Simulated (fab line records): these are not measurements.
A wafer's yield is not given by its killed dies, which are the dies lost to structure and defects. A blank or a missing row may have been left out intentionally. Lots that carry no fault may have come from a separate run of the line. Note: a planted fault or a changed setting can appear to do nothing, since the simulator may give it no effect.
Which tool was responsible? + flow n5Finfet + Sampling: 10 lots, 30 wafers, 5 of 1938 route steps

WHAT THE GAUGES SHOWED, per wafer
N5_MOL_CONTACT_COAG_CD_MEAS_08: target cd 28 nm. Usual: cdNm 28.12 nm, standard deviation 0.25.
| lot  | measured     | on       | cdNm (nm)         | flag |
|------|--------------|----------|-------------------|------|
| L508 | day 5 05:27  | cdSem-03 | 27.86 28.63 28.13 |      |
| L512 | day 5 15:07  | cdSem-03 | 28.07 28.70 28.26 |      |
| L514 | day 6 05:58  | cdSem-01 | 27.85 28.42 27.85 |      |
| L513 | day 6 07:41  | cdSem-01 | 27.95 27.95 28.11 |      |
| L515 | day 6 10:39  | cdSem-02 | 28.11 28.16 28.13 |      |
| L516 | day 6 19:54  | cdSem-01 | 27.85 27.82 27.98 |      |
| L517 | day 6 22:35  | cdSem-03 | 27.90 28.23 28.10 |      |
| L518 | day 7 03:17  | cdSem-03 | 27.77 27.80 28.07 |      |
| L529 | day 10 00:02 | cdSem-01 | 29.19 29.31 28.89 | OFF  |
| L530 | day 10 06:13 | cdSem-01 | 29.32 29.00 29.02 | OFF  |

N5_MOL_CONTACT_COAG_OVL_MEAS_09. Usual: CA_OVL typically reads -0.3 nm, with standard deviation 0.83.
| lot  | measured     | on         | CA_OVL (nm)    | flag |
|------|--------------|------------|----------------|------|
| L508 | day 5 05:29  | overlay-02 | 0.9 0.0 0.2    |      |
| L512 | day 5 15:10  | overlay-01 | -0.6 -1.2 -0.9 |      |
| L514 | day 6 06:00  | overlay-01 | -0.6 -1.3 -1.1 |      |
| L513 | day 6 07:43  | overlay-02 | 0.0 0.8 0.6    |      |
| L515 | day 6 10:41  | overlay-02 | -0.7 -0.5 -0.6 |      |
| L516 | day 6 19:56  | overlay-01 | 0.0 -0.1 0.5   |      |
| L517 | day 6 22:38  | overlay-01 | 0.9 0.8 2.3    |      |
| L518 | day 7 03:19  | overlay-01 | -0.7 -1.9 -0.5 |      |
| L529 | day 10 00:04 | overlay-02 | 0.7 -0.4 0.1   |      |
| L530 | day 10 06:15 | overlay-02 | 0.0 0.8 1.1    |      |

N5_BEOL_M4_RC_MEAS_101. Usual: DIBL_N 36.0 mV/V, standard deviation 1.7; DIBL_P 36.2 mV/V, standard deviation 1.9; IOFF_N 0.154 nA/um, standard deviation 0.028; IOFF_P 0.21 nA/um, standard deviation 0.036; ION_N 675 uA/um, standard deviation 11; ION_P 463 uA/um, standard deviation 8.3; SS_N 71.4 mV/dec, standard deviation 0.63; SS_P 73.2 mV/dec, standard deviation 0.55; VT_N 250.2 mV, standard deviation 3; VT_P -251 mV, standard deviation 3.7.
| lot  | measured     | on        | DIBL_N (mV/V)  | DIBL_P (mV/V)  | IOFF_N (nA/um)    | IOFF_P (nA/um) | ION_N (uA/um) | ION_P (uA/um) | SS_N (mV/dec)  | SS_P (mV/dec)  | VT_N (mV)         | VT_P (mV)      | flag |
|------|--------------|-----------|----------------|----------------|-------------------|----------------|---------------|---------------|----------------|----------------|-------------------|----------------|------|
| L508 | day 9 00:48  | prober-02 | 37.5 34.2 36.4 | 37.4 33.4 35.8 | 0.178 0.133 0.157 | 0.29 0.23 0.26 | 673 672 666   | 469 475 468   | 71.7 70.0 71.2 | 73.6 73.3 73.5 | 248.0 251.1 253.0 | -242 -245 -243 |      |
| L512 | day 10 23:41 | prober-02 | 37.7 38.0 34.4 | 38.6 38.8 34.9 | 0.180 0.185 0.128 | 0.23 0.23 0.17 | 685 679 671   | 477 467 462   | 71.5 72.4 71.1 | 73.7 73.4 72.3 | 249.5 246.9 252.7 | -247 -248 -250 |      |
| L514 | day 12 00:50 | prober-02 | 34.7 35.7 35.7 | 35.6 36.4 36.5 | 0.134 0.155 0.146 | 0.18 0.20 0.19 | 666 679 674   | 460 461 465   | 71.4 71.4 71.2 | 72.7 72.8 72.5 | 252.2 248.9 249.6 | -252 -251 -251 |      |
| L513 | day 11 22:34 | prober-01 | 38.5 34.9 37.2 | 40.8 36.2 39.1 | 0.191 0.124 0.178 | 0.23 0.17 0.20 | 689 654 700   | 469 455 465   | 71.7 71.2 71.2 | 73.7 73.0 74.1 | 247.8 255.7 246.3 | -248 -254 -252 |      |
| L515 | day 12 05:21 | prober-01 | 36.9 35.5 36.7 | 37.4 35.5 36.4 | 0.154 0.126 0.142 | 0.20 0.18 0.18 | 673 660 670   | 455 455 455   | 71.7 72.1 71.4 | 73.4 72.6 73.1 | 252.1 252.8 250.3 | -252 -252 -254 |      |
| L516 | day 12 12:19 | prober-01 | 32.5 35.8 33.1 | 32.9 37.7 34.8 | 0.102 0.158 0.113 | 0.15 0.21 0.17 | 657 673 662   | 452 465 463   | 70.8 71.1 70.6 | 71.7 73.0 72.3 | 255.7 249.3 252.1 | -254 -248 -254 |      |
| L517 | day 12 18:04 | prober-02 | 35.3 37.6 35.9 | 34.8 36.5 35.5 | 0.139 0.168 0.142 | 0.19 0.21 0.19 | 680 674 670   | 463 459 453   | 71.2 72.3 71.2 | 73.5 73.3 73.5 | 248.6 250.2 251.0 | -253 -250 -254 |      |
| L518 | day 13 03:38 | prober-02 | 38.4 36.0 37.1 | 38.3 35.2 35.5 | 0.186 0.135 0.162 | 0.21 0.17 0.18 | 689 667 677   | 457 452 456   | 71.5 71.5 71.9 | 73.9 73.1 73.5 | 247.5 250.2 250.1 | -252 -253 -255 |      |
| L529 | day 15 06:41 | prober-02 | 37.4 37.1 34.3 | 39.0 37.7 34.6 | 0.203 0.182 0.134 | 0.29 0.27 0.21 | 690 676 668   | 476 471 466   | 71.6 71.2 70.7 | 74.1 73.0 72.8 | 243.0 246.8 252.2 | -243 -244 -243 |      |
| L530 | day 15 08:19 | prober-01 | 36.7 37.2 36.0 | 35.6 37.2 34.8 | 0.158 0.174 0.164 | 0.24 0.26 0.23 | 666 676 686   | 465 471 477   | 71.5 71.2 71.5 | 73.4 73.7 73.0 | 252.7 247.7 248.4 | -247 -243 -247 |      |

TOOL THAT RAN EACH LOT (tool first, then ch and the chambers of the sampled wafers, then the start)
| lot  | N5_GATE_CUT_VAPOR_ETCH_51        | N5_MOL_CONTACT_COAG_ETCH_106      |
|------|----------------------------------|-----------------------------------|
| L508 | rieMetal-01 ch 1, day 5 01:01    | rieDiel-05 ch 0, day 5 06:34      |
| L512 | rieMetal-01 ch 0,1, day 5 11:03  | rieDiel-03 ch 0,2, day 5 15:25    |
| L514 | rieMetal-02 ch 0,1, day 6 02:56  | rieDiel-03 ch 0,1,3, day 6 06:10  |
| L513 | rieMetal-02 ch 0,1, day 6 04:35  | rieDiel-01 ch 1,3, day 6 07:59    |
| L515 | rieMetal-01 ch 0,1, day 6 07:37  | rieDiel-03 ch 1,2,3, day 6 11:05  |
| L516 | rieMetal-01 ch 0,1, day 6 16:52  | rieDiel-03 ch 0,1,3, day 6 20:06  |
| L517 | rieMetal-03 ch 1, day 6 19:34    | rieDiel-03 ch 0,3, day 6 22:49    |
| L518 | rieMetal-02 ch 0,1, day 7 00:08  | rieDiel-01 ch 0,1,2, day 7 03:29  |
| L529 | rieMetal-03 ch 0,1, day 9 21:00  | rieDiel-05 ch 0,3, day 10 00:14   |
| L530 | rieMetal-01 ch 0,1, day 10 03:11 | rieDiel-03 ch 0,1,3, day 10 06:25 |
- N5_GATE_CUT_VAPOR_ETCH_51: etches HfO2 in BCl3/Cl2.
- N5_MOL_CONTACT_COAG_ETCH_106: etches SOC in N2/H2, target depth 80 nm, overetch 16 nm, time 120 s.

AS READ BY THE TOOLS THEMSELVES (means over the sampled wafers that have a number; for cases with no such wafer, the mark the record gives instead)
N5_GATE_CUT_VAPOR_ETCH_51. Usual: drypumpMotorCurrentA 5.9 A, standard deviation 0.3; oesProductAu 0.78 a.u., standard deviation 0.072.
| lot  | tool        | drypumpMotorCurrentA (A) | oesProductAu (a.u.) | flag |
|------|-------------|--------------------------|---------------------|------|
| L508 | rieMetal-01 | 6.0                      | 0.78                |      |
| L512 | rieMetal-01 | 5.9                      | 0.79                |      |
| L514 | rieMetal-02 | 5.3                      | 0.87                |      |
| L513 | rieMetal-02 | 5.3                      | 0.87                |      |
| L515 | rieMetal-01 | 6.0                      | 0.78                |      |
| L516 | rieMetal-01 | 6.0                      | 0.78                |      |
| L517 | rieMetal-03 | 6.0                      | 0.63                |      |
| L518 | rieMetal-02 | 5.6                      | 0.86                |      |
| L529 | rieMetal-03 | 6.2                      | 0.75                |      |
| L530 | rieMetal-01 | 6.0                      | 0.76                |      |

N5_MOL_CONTACT_COAG_ETCH_106. Usual: drypumpMotorCurrentA 5.9 A, standard deviation 0.54; oesProductAu 0.72 a.u., standard deviation 0.062; rfVppV 523.3 V, standard deviation 2.8; showerheadPlenumPTorr 2.52 Torr, standard deviation 0.1; throttleValvePct 17.77 %, standard deviation 0.25.
| lot  | tool       | drypumpMotorCurrentA (A) | oesProductAu (a.u.) | rfVppV (V) | showerheadPlenumPTorr (Torr) | throttleValvePct (%) | flag |
|------|------------|--------------------------|---------------------|------------|------------------------------|----------------------|------|
| L508 | rieDiel-05 | 5.4                      | 0.80                | 525.9      | 2.59                         | 17.61                |      |
| L512 | rieDiel-03 | 6.5                      | 0.78                | 524.3      | 2.56                         | 17.85                |      |
| L514 | rieDiel-03 | 6.0                      | 0.73                | 524.2      | 2.57                         | 17.95                |      |
| L513 | rieDiel-01 | 6.1                      | 0.74                | 521.2      | 2.44                         | 17.52                |      |
| L515 | rieDiel-03 | 6.3                      | 0.73                | 524.8      | 2.61                         | 17.92                |      |
| L516 | rieDiel-03 | 6.0                      | 0.73                | 523.8      | 2.56                         | 17.97                |      |
| L517 | rieDiel-03 | 5.7                      | 0.67                | 524.1      | 2.57                         | 18.24                |      |
| L518 | rieDiel-01 | 6.0                      | 0.70                | 522.9      | 2.52                         | 17.76                |      |
| L529 | rieDiel-05 | 5.4                      | 0.76                | 524.5      | 2.54                         | 17.58                |      |
| L530 | rieDiel-03 | 6.0                      | 0.70                | 522.9      | 2.55                         | 18.01                |      |

THE ANSWER, worked out from the rows above alone
Rule: a lot counts as off when the mean over its wafers that have a number is more than 3 standard deviations away from the usual mean. A lot without any number at a reading at which 4 lots or more have one is off too. The other lots that the step has rows for count as sound. Order of review: gauges by route order, followed by the tools' own readings, for which a lot's mean as printed above is used. At the first step where some lot is off, the reading lying furthest off is the one used; lots without a number count as furthest.
Off, at N5_MOL_CONTACT_COAG_CD_MEAS_08 on cdNm: L529, L530.
A tool fits if, at a process step before that reading, it ran every lot that is off, and no sound lot after the first of them. The gauges at N5_MOL_CONTACT_COAG_CD_MEAS_08 are tried like those tools. One fits: N5_MOL_CONTACT_COAG_CD_MEAS_08 on cdSem-01. A fault onset in the window from L516 (day 6 19:54, its last sound lot) to L529 (day 10 00:02, its first lot off) fits.

WHAT HAD BEEN PUT IN BY THE SIMULATOR
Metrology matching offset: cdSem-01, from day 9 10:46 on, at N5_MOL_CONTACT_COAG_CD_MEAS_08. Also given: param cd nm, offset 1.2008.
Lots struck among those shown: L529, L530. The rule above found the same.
